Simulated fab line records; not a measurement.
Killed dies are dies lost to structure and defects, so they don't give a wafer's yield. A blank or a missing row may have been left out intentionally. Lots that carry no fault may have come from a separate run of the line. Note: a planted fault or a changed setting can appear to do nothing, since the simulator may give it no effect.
Which tool was responsible? | flow n5_finfet | Sampling: 24 lots, 72 wafers, 6 of 1938 route steps

== WHAT EACH GAUGE READ, for each wafer ==
No reading from a measuring or inspecting step in the record can be judged against a usual standard deviation.

== WHICH TOOL RAN EACH LOT (tool, then ch and the chambers of the sampled wafers, then the start) ==
lot  | N5_BEOL_M14_ANNEAL_48            | N5_BEOL_M15_TRENCH_ETCH_34         | N5_BEOL_M15_STRIP_62                          | N5_BEOL_M15_SPUTTER_45       | N5_BEOL_M15_CMP_49            | N5_MIM_TOP_ALD_01
L075 | rtp_anneal-02 ch 0, day 11 06:41 | rie_diel-04 ch 1,3, day 11 09:46   | rie_diel-04 ch 2,3, day 11 16:37 or earlier   | pvd_sputter-03, day 11 16:37 | cmp-01 ch 0,1,3, day 11 17:22 | ald_hk-02 ch 0,2,3, no start
L074 | rtp_anneal-01 ch 0, day 11 20:21 | rie_diel-05 ch 1,3, day 11 23:46   | rie_diel-01 ch 0,1,3, day 12 04:31 or earlier | pvd_sputter-03, day 12 04:31 | cmp-01 ch 0,3, day 12 05:13   | ald_hk-01 ch 1,2,3, no start
L076 | rtp_anneal-01 ch 0, day 11 22:39 | rie_diel-05 ch 0,2,3, day 12 02:20 | rie_diel-04 ch 0,1,3, day 12 03:55 or earlier | pvd_sputter-03, day 12 03:55 | cmp-01 ch 1,2,3, day 12 04:40 | ald_hk-03 ch 0,2,3, no start
L077 | rtp_anneal-01 ch 0, day 12 13:25 | rie_diel-04 ch 0,1, day 12 17:01   | rie_diel-01 ch 0,2,3, day 12 19:11 or earlier | pvd_sputter-03, day 12 19:11 | cmp-01 ch 1,2, day 12 19:51   | ald_hk-03 ch 0,1,3, no start
L078 | rtp_anneal-02 ch 0, day 12 13:28 | rie_diel-05 ch 0,1,3, day 12 17:19 | rie_diel-05 ch 1,3, day 12 19:14 or earlier   | pvd_sputter-02, day 12 19:14 | cmp-03 ch 0,1, day 12 19:56   | ald_hk-02 ch 0,2,3, no start
L080 | rtp_anneal-01 ch 0, day 12 13:47 | rie_diel-05 ch 0,3, day 12 17:47   | rie_diel-05 ch 0,3, day 12 19:38 or earlier   | pvd_sputter-02, day 12 19:38 | cmp-01 ch 0,2, day 12 20:18   | ald_hk-03 ch 0,2,3, no start
L079 | rtp_anneal-02 ch 0, day 12 17:23 | rie_diel-01 ch 0,1,2, day 12 21:07 | rie_diel-05 ch 0,3, day 13 01:38 or earlier   | pvd_sputter-03, day 13 01:38 | cmp-01 ch 0,1,3, day 13 02:25 | ald_hk-03 ch 0,3, no start
L081 | rtp_anneal-02 ch 0, day 13 01:54 | rie_diel-05 ch 0,2,3, day 13 04:49 | rie_diel-01 ch 0,2, day 13 08:20 or earlier   | pvd_sputter-01, day 13 08:20 | cmp-03 ch 1,3, day 13 09:01   | ald_hk-03 ch 1,2, no start
L082 | rtp_anneal-02 ch 0, day 13 14:05 | rie_diel-01 ch 1,2,3, day 13 17:53 | rie_diel-01 ch 0,1,2, day 13 21:58 or earlier | pvd_sputter-03, day 13 21:58 | cmp-03 ch 0,1,2, day 13 22:40 | ald_hk-01 ch 0,1,2, no start
L085 | rtp_anneal-02 ch 0, day 14 06:18 | rie_diel-05 ch 2,3, day 14 09:31   | rie_diel-01 ch 0,1,2, day 14 13:08 or earlier | pvd_sputter-01, day 14 13:08 | cmp-04 ch 0,1,2, day 14 13:50 | ald_hk-03 ch 1,2,3, no start
L084 | rtp_anneal-01 ch 0, day 14 08:35 | rie_diel-04 ch 0,1,3, day 14 11:56 | rie_diel-05 ch 0,1,2, day 14 13:43 or earlier | pvd_sputter-03, day 14 13:43 | cmp-01 ch 1,3, day 14 14:33   | ald_hk-02 ch 1,2,3, no start
L083 | rtp_anneal-01 ch 0, day 14 10:56 | rie_diel-05 ch 1,2,3, day 14 14:27 | rie_diel-04 ch 1,2, day 14 17:08 or earlier   | pvd_sputter-01, day 14 17:08 | cmp-04 ch 2,3, day 14 17:47   | ald_hk-03 ch 1,2, no start
L086 | rtp_anneal-01 ch 0, day 14 11:28 | rie_diel-01 ch 1,2, day 14 14:50   | rie_diel-01 ch 0,2, day 14 17:08 or earlier   | pvd_sputter-02, day 14 17:08 | cmp-01 ch 2,3, day 14 17:47   | ald_hk-01 ch 0,2, no start
L087 | rtp_anneal-01 ch 0, day 14 14:31 | rie_diel-04 ch 0,2,3, day 14 17:43 | rie_diel-05 ch 1,3, day 14 21:16 or earlier   | pvd_sputter-01, day 14 21:16 | cmp-03 ch 0,1, day 14 22:08   | ald_hk-01 ch 1,2, no start
L088 | rtp_anneal-01 ch 0, day 14 18:02 | rie_diel-01 ch 0,2,3, day 14 21:16 | rie_diel-05 ch 0,1, day 14 22:17 or earlier   | pvd_sputter-02, day 14 22:17 | cmp-03 ch 1,2,3, day 14 23:34 | ald_hk-02 ch 1,2, no start
L091 | rtp_anneal-01 ch 0, day 15 17:01 | rie_diel-05 ch 0,1,2, day 15 20:14 | rie_diel-04 ch 0,2,3, day 15 22:21 or earlier | pvd_sputter-01, day 15 22:21 | cmp-03 ch 0,1,2, day 15 23:01 | ald_hk-02 ch 0,1,2, no start
L089 | rtp_anneal-02 ch 0, day 15 20:38 | rie_diel-01 ch 0,2, day 15 23:39   | rie_diel-04 ch 0,2,3, day 16 01:24 or earlier | pvd_sputter-03, day 16 01:24 | cmp-01 ch 0,3, day 16 02:05   | ald_hk-03 ch 0,1, no start
L090 | rtp_anneal-02 ch 0, day 15 22:38 | rie_diel-01 ch 0,1,2, day 16 01:43 | rie_diel-05 ch 1,2,3, day 16 04:13 or earlier | pvd_sputter-02, day 16 04:13 | cmp-03 ch 1,2,3, day 16 05:03 | ald_hk-01 ch 0,3, no start
L093 | rtp_anneal-01 ch 0, day 16 02:26 | rie_diel-04 ch 1,2,3, day 16 05:37 | rie_diel-05 ch 0,1,3, day 16 10:15 or earlier | pvd_sputter-01, day 16 10:15 | cmp-04 ch 0,1,3, day 16 11:47 | ald_hk-03 ch 0,2,3, no start
L092 | rtp_anneal-02 ch 0, day 16 09:10 | rie_diel-01 ch 0,1,3, day 16 12:05 | rie_diel-01 ch 0,2,3, day 16 14:30 or earlier | pvd_sputter-01, day 16 14:30 | cmp-01 ch 0,1,3, day 16 15:10 | ald_hk-02 ch 0,1,2, no start
L095 | rtp_anneal-02 ch 0, day 16 23:56 | rie_diel-05 ch 1,2, day 17 03:31   | rie_diel-04 ch 0,1,2, day 17 06:05 or earlier | pvd_sputter-01, day 17 06:05 | cmp-01 ch 1,2,3, day 17 06:51 | ald_hk-03 ch 0,1,3, no start
L094 | rtp_anneal-02 ch 0, day 17 00:07 | rie_diel-01 ch 0,1, day 17 03:44   | rie_diel-01 ch 1,3, day 17 06:43 or earlier   | pvd_sputter-01, day 17 06:43 | cmp-03 ch 0,1, day 17 07:23   | ald_hk-02 ch 0,1, no start
L096 | rtp_anneal-02 ch 0, day 17 06:28 | rie_diel-01 ch 0,2,3, day 17 09:33 | rie_diel-05 ch 0,2, day 17 14:48 or earlier   | pvd_sputter-02, day 17 14:48 | cmp-03 ch 1,2,3, day 17 16:11 | ald_hk-02 ch 0,1,3, no start
L097 | rtp_anneal-02 ch 0, day 17 08:29 | rie_diel-05 ch 0,1,2, day 17 11:41 | rie_diel-01 ch 1,2,3, day 17 14:29 or earlier | pvd_sputter-02, day 17 14:29 | cmp-01 ch 0,1,3, day 17 15:56 | ald_hk-03 ch 0,2,3, no start
- N5_BEOL_M14_ANNEAL_48: time 90 s.
- N5_BEOL_M15_TRENCH_ETCH_34: etches SiO2 in C4F8/O2/Ar, target depth 872.93 nm, time 199 s.
- N5_BEOL_M15_STRIP_62: strips in O2.
- N5_BEOL_M15_SPUTTER_45: material Cu, target thk 100 nm, time 16.67 s.
- N5_BEOL_M15_CMP_49: polishes, stops on SiO2, t overpolish 4.9 s, target thk 850 nm.
- N5_MIM_TOP_ALD_01: deposits HfO2, target thk 5.6 nm, pulse time 1 s, purge time 3 s.

== WHAT THE TOOLS THEMSELVES READ (means of the sampled wafers that have a number; where no wafer has one, the mark that the record gives instead) ==
N5_BEOL_M14_ANNEAL_48.
lot  | tool          | wafer_temp_C_max
L075 | rtp_anneal-02 | 225.56
L074 | rtp_anneal-01 | 226.10
L076 | rtp_anneal-01 | 225.85
L077 | rtp_anneal-01 | 226.11
L078 | rtp_anneal-02 | 225.66
L080 | rtp_anneal-01 | 226.01
L079 | rtp_anneal-02 | 225.72
L081 | rtp_anneal-02 | 225.69
L082 | rtp_anneal-02 | 225.78
L085 | rtp_anneal-02 | 225.73
L084 | rtp_anneal-01 | 225.77
L083 | rtp_anneal-01 | 225.70
L086 | rtp_anneal-01 | 225.94
L087 | rtp_anneal-01 | 225.84
L088 | rtp_anneal-01 | 225.76
L091 | rtp_anneal-01 | 225.74
L089 | rtp_anneal-02 | 225.67
L090 | rtp_anneal-02 | 225.79
L093 | rtp_anneal-01 | 226.05
L092 | rtp_anneal-02 | 225.82
L095 | rtp_anneal-02 | 225.90
L094 | rtp_anneal-02 | 225.44
L096 | rtp_anneal-02 | 226.06
L097 | rtp_anneal-02 | 225.81

N5_BEOL_M15_TRENCH_ETCH_34.
lot  | tool        | drypump_motor_current_A (A) | oes_product_au (a.u.) | rf_vpp_V (V) | showerhead_plenum_p_Torr (Torr) | throttle_valve_pct (%)
L075 | rie_diel-04 | 5.5                         | 0.82                  | 2175         | 3.48                            | 30.8
L074 | rie_diel-05 | 6.1                         | 0.76                  | 2168         | 3.41                            | 31.4
L076 | rie_diel-05 | 5.7                         | 0.75                  | 2216         | 3.49                            | 31.0
L077 | rie_diel-04 | 6.2                         | 0.88                  | 2234         | 3.49                            | 30.9
L078 | rie_diel-05 | 5.9                         | 0.75                  | 2214         | 3.44                            | 31.2
L080 | rie_diel-05 | 5.9                         | 0.77                  | 2247         | 3.54                            | 30.9
L079 | rie_diel-01 | 5.9                         | 0.85                  | 2253         | 3.47                            | 30.8
L081 | rie_diel-05 | 5.7                         | 0.75                  | 2215         | 3.48                            | 31.0
L082 | rie_diel-01 | 5.4                         | 0.84                  | 2237         | 3.43                            | 30.9
L085 | rie_diel-05 | 5.9                         | 0.75                  | 2168         | 3.44                            | 31.3
L084 | rie_diel-04 | 5.8                         | 0.85                  | 2224         | 3.48                            | 30.7
L083 | rie_diel-05 | 5.8                         | 0.72                  | 2183         | 3.38                            | 31.2
L086 | rie_diel-01 | 5.4                         | 0.83                  | 2240         | 3.42                            | 30.7
L087 | rie_diel-04 | 6.1                         | 0.84                  | 2238         | 3.44                            | 31.0
L088 | rie_diel-01 | 5.8                         | 0.82                  | 2249         | 3.47                            | 31.1
L091 | rie_diel-05 | 5.6                         | 0.72                  | 2228         | 3.42                            | 30.9
L089 | rie_diel-01 | 5.8                         | 0.83                  | 2262         | 3.43                            | 31.1
L090 | rie_diel-01 | 5.9                         | 0.82                  | 2252         | 3.46                            | 30.8
L093 | rie_diel-04 | 5.8                         | 0.76                  | 2189         | 3.42                            | 31.1
L092 | rie_diel-01 | 5.8                         | 0.80                  | 2239         | 3.49                            | 30.8
L095 | rie_diel-05 | 5.4                         | 0.70                  | 2196         | 3.36                            | 31.0
L094 | rie_diel-01 | 5.9                         | 0.79                  | 2241         | 3.48                            | 30.5
L096 | rie_diel-01 | 5.7                         | 0.81                  | 2249         | 3.46                            | 31.1
L097 | rie_diel-05 | 5.6                         | 0.71                  | 2227         | 3.41                            | 31.0

N5_BEOL_M15_STRIP_62.
lot  | tool        | drypump_motor_current_A (A) | oes_product_au (a.u.) | rf_vpp_V (V) | showerhead_plenum_p_Torr (Torr) | temp_c (C) | throttle_valve_pct (%)
L075 | rie_diel-04 | 5.8                         | 0.87                  | 3.7          | 2.08                            | 60.03      | 16.38
L074 | rie_diel-01 | 5.8                         | 0.84                  | 3.5          | 2.16                            | 59.95      | 16.59
L076 | rie_diel-04 | 5.8                         | 0.90                  | 3.6          | 2.13                            | 60.03      | 16.42
L077 | rie_diel-01 | 5.7                         | 0.84                  | 3.5          | 2.13                            | 59.93      | 16.70
L078 | rie_diel-05 | 6.0                         | 0.73                  | 3.2          | 2.03                            | 60.02      | 16.98
L080 | rie_diel-05 | 6.1                         | 0.77                  | 3.5          | 2.13                            | 60.00      | 16.83
L079 | rie_diel-05 | 6.1                         | 0.77                  | 4.1          | 2.13                            | 60.04      | 16.84
L081 | rie_diel-01 | 6.2                         | 0.84                  | 3.7          | 2.15                            | 60.01      | 16.63
L082 | rie_diel-01 | 5.8                         | 0.84                  | 3.7          | 2.12                            | 59.99      | 16.54
L085 | rie_diel-01 | 5.8                         | 0.84                  | 3.5          | 2.12                            | 60.02      | 16.55
L084 | rie_diel-05 | 5.6                         | 0.73                  | 3.3          | 2.08                            | 59.90      | 16.67
L083 | rie_diel-04 | 5.9                         | 0.72                  | 3.7          | 2.07                            | 60.03      | 16.86
L086 | rie_diel-01 | 6.3                         | 0.84                  | 3.7          | 2.15                            | 60.02      | 16.66
L087 | rie_diel-05 | 6.1                         | 0.74                  | 3.3          | 2.06                            | 60.02      | 17.04
L088 | rie_diel-05 | 5.7                         | 0.73                  | 4.0          | 2.12                            | 59.98      | 16.64
L091 | rie_diel-04 | 6.1                         | 0.83                  | 3.3          | 2.08                            | 60.08      | 16.54
L089 | rie_diel-04 | 6.1                         | 0.82                  | 3.5          | 2.08                            | 60.06      | 16.54
L090 | rie_diel-05 | 5.8                         | 0.72                  | 3.6          | 2.05                            | 60.00      | 16.89
L093 | rie_diel-05 | 5.9                         | 0.73                  | 3.5          | 2.09                            | 60.09      | 16.86
L092 | rie_diel-01 | 5.7                         | 0.81                  | 3.3          | 2.12                            | 60.08      | 16.74
L095 | rie_diel-04 | 6.2                         | 0.76                  | 3.7          | 2.07                            | 60.01      | 16.78
L094 | rie_diel-01 | 5.4                         | 0.80                  | 3.2          | 2.11                            | 59.88      | 16.56
L096 | rie_diel-05 | 5.5                         | 0.73                  | 3.3          | 2.14                            | 59.97      | 16.53
L097 | rie_diel-01 | 5.3                         | 0.81                  | 3.6          | 2.09                            | 60.01      | 16.66

N5_BEOL_M15_SPUTTER_45.
lot  | tool           | cathode_dc_power_W (W) | chamber_pressure_pa (Pa) | chuck_sensor_temp_C (C) | throttle_valve_pct (%)
L075 | pvd_sputter-03 | 26002                  | 0.13000                  | -15.7                   | 30.5
L074 | pvd_sputter-03 | 25999                  | 0.13022                  | -16.1                   | 30.7
L076 | pvd_sputter-03 | 25998                  | 0.13006                  | -16.0                   | 30.7
L077 | pvd_sputter-03 | 25997                  | 0.12994                  | -16.0                   | 30.8
L078 | pvd_sputter-02 | 25997                  | 0.12990                  | -15.4                   | 29.7
L080 | pvd_sputter-02 | 25997                  | 0.13008                  | -15.6                   | 29.6
L079 | pvd_sputter-03 | 26002                  | 0.13000                  | -15.8                   | 30.5
L081 | pvd_sputter-01 | 25998                  | 0.12990                  | -15.9                   | 30.3
L082 | pvd_sputter-03 | 25998                  | 0.13011                  | -16.1                   | 29.8
L085 | pvd_sputter-01 | 26000                  | 0.13015                  | -15.5                   | 30.8
L084 | pvd_sputter-03 | 25999                  | 0.12978                  | -15.9                   | 30.7
L083 | pvd_sputter-01 | 26000                  | 0.12986                  | -15.9                   | 30.2
L086 | pvd_sputter-02 | 25999                  | 0.13006                  | -15.5                   | 29.6
L087 | pvd_sputter-01 | 25999                  | 0.13011                  | -15.9                   | 30.8
L088 | pvd_sputter-02 | 25994                  | 0.12991                  | -15.7                   | 29.7
L091 | pvd_sputter-01 | 26008                  | 0.12987                  | -15.5                   | 30.2
L089 | pvd_sputter-03 | 26003                  | 0.12986                  | -15.5                   | 31.1
L090 | pvd_sputter-02 | 25999                  | 0.12990                  | -15.7                   | 29.5
L093 | pvd_sputter-01 | 25999                  | 0.13010                  | -16.0                   | 31.7
L092 | pvd_sputter-01 | 26000                  | 0.12959                  | -15.6                   | 31.1
L095 | pvd_sputter-01 | 26001                  | 0.13027                  | -16.1                   | 31.2
L094 | pvd_sputter-01 | 26002                  | 0.13001                  | -16.1                   | 31.5
L096 | pvd_sputter-02 | 26001                  | 0.12997                  | -15.8                   | 29.2
L097 | pvd_sputter-02 | 25999                  | 0.12999                  | -15.7                   | 29.6

N5_BEOL_M15_CMP_49.
lot  | tool   | barrier_field_endpoint_s (s) | motor_current_A (A) | overpolish_run_s (s)
L075 | cmp-01 | 11.10                        | 9.3                 | 4.890
L074 | cmp-01 | 11.03                        | 9.1                 | 4.907
L076 | cmp-01 | 11.36                        | 9.3                 | 4.884
L077 | cmp-01 | 11.40                        | 9.0                 | 4.889
L078 | cmp-03 | 11.21                        | 9.1                 | 4.902
L080 | cmp-01 | 11.43                        | 9.4                 | 4.902
L079 | cmp-01 | 11.21                        | 9.7                 | 4.903
L081 | cmp-03 | 11.40                        | 9.6                 | 4.896
L082 | cmp-03 | 11.57                        | 8.7                 | 4.897
L085 | cmp-04 | 11.82                        | 8.8                 | 4.899
L084 | cmp-01 | 11.19                        | 9.0                 | 4.903
L083 | cmp-04 | 11.81                        | 9.1                 | 4.911
L086 | cmp-01 | 11.43                        | 8.8                 | 4.895
L087 | cmp-03 | 11.63                        | 9.4                 | 4.906
L088 | cmp-03 | 11.68                        | 8.5                 | 4.898
L091 | cmp-03 | 11.44                        | 8.6                 | 4.884
L089 | cmp-01 | 11.36                        | 9.7                 | 4.901
L090 | cmp-03 | 11.20                        | 8.7                 | 4.899
L093 | cmp-04 | 11.62                        | 9.2                 | 4.898
L092 | cmp-01 | 11.27                        | 9.7                 | 4.907
L095 | cmp-01 | 11.56                        | 9.0                 | 4.896
L094 | cmp-03 | 11.67                        | 9.0                 | 4.903
L096 | cmp-03 | 11.65                        | 8.5                 | 4.906
L097 | cmp-01 | 11.39                        | 9.5                 | 4.896

N5_MIM_TOP_ALD_01.
lot  | tool      | precursor_pulse_height_rel
L075 | ald_hk-02 | 0.987
L074 | ald_hk-01 | 1.000
L076 | ald_hk-03 | 1.004
L077 | ald_hk-03 | 1.015
L078 | ald_hk-02 | 1.013
L080 | ald_hk-03 | 0.996
L079 | ald_hk-03 | 0.999
L081 | ald_hk-03 | 1.012
L082 | ald_hk-01 | 1.031
L085 | ald_hk-03 | 1.003
L084 | ald_hk-02 | 1.017
L083 | ald_hk-03 | 0.981
L086 | ald_hk-01 | 1.004
L087 | ald_hk-01 | 1.002
L088 | ald_hk-02 | 1.012
L091 | ald_hk-02 | 1.003
L089 | ald_hk-03 | 0.999
L090 | ald_hk-01 | 1.010
L093 | ald_hk-03 | 1.003
L092 | ald_hk-02 | 0.999
L095 | ald_hk-03 | 0.995
L094 | ald_hk-02 | 0.986
L096 | ald_hk-02 | 1.007
L097 | ald_hk-03 | 1.007

== THE ANSWER, worked out from the rows above alone ==
Rule: usual is defined by the lots themselves. The widest of any qualifying gaps counts: lots, ordered by their means at a reading, are off when they make up no more than a third of the lots, leave a main group of 4 or more, and stand apart from it by 3 or more times the standard deviation of that group's means. The tables above print the reading to a certain number of digits; a main group whose means all agree to those digits is not used. Also off: a lot with no number at a reading for which 4 or more lots have one. Any other lot the step has rows for is counted as sound. The gauges are gone through in route order, then the tools' own readings, and for those a lot's mean is taken as printed above. At the first step where some lot is off, the reading lying furthest off is the one used; lots without a number count as furthest.
No lot is off at any reading shown: from this, nothing can be told.

== WHAT WAS PUT IN BY THE SIMULATOR ==
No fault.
